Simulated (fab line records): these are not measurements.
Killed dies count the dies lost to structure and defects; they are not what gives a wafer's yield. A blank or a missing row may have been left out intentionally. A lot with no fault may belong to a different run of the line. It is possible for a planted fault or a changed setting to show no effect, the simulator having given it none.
Matching of chambers | flow n5-finfet | N5_BEOL_M5_CURE_80 on uv-cure-02: 3 sister chambers
The step cures SiCOH lowk, time 120 s. 3 wafers are shown with their chamber, then 9 later ones without.

## WAFERS WITH THEIR CHAMBER
wafer  | chamber | wafer_temp_C_max
L086.5 | 2       | 371.0
L095.6 | 0       | 372.3
L094.6 | 1       | 370.8

## WAFERS WHOSE CHAMBER IS MISSING
wafer  | wafer_temp_C_max
L096.1 | 371.2
L096.2 | 371.0
L096.5 | 371.2
L097.1 | 372.1
L097.2 | 371.8
L097.6 | 372.3
L097.3 | 371.9
L097.4 | 372.6
L097.5 | 372.0

## THE CHAMBER EACH PASSED THROUGH
wafer  | from the rows above          | in truth
L096.1 | can't be placed: 2 or 1      | 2
L096.2 | can't be placed: 2 or 1      | 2
L096.5 | can't be placed: 2 or 1      | 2
L097.1 | 0                            | 0
L097.2 | can't be placed: 0 or 2 or 1 | 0
L097.6 | 0                            | 0
L097.3 | can't be placed: 0 or 2      | 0
L097.4 | 0                            | 0
L097.5 | 0                            | 0
Correct placement for 4 of the 9. Cannot be placed on the basis of these rows: 5; the candidates contain the true chamber in 5. Wrongly placed: 0.
How it was worked out, from the rows above alone: a wafer's distance from a chamber is the root of the sum, over the readings, of the square of ((its reading less the chamber's mean) divided by the reading's scatter). The wafer belongs to the nearest chamber; if the next one is less than 2 further off, it can't be placed. The mean given for a chamber averages the wafers shown for that chamber. The scatter (one wafer shown for each chamber): square how far every hidden wafer sits from the nearest shown wafer, average those squares and take the square root.
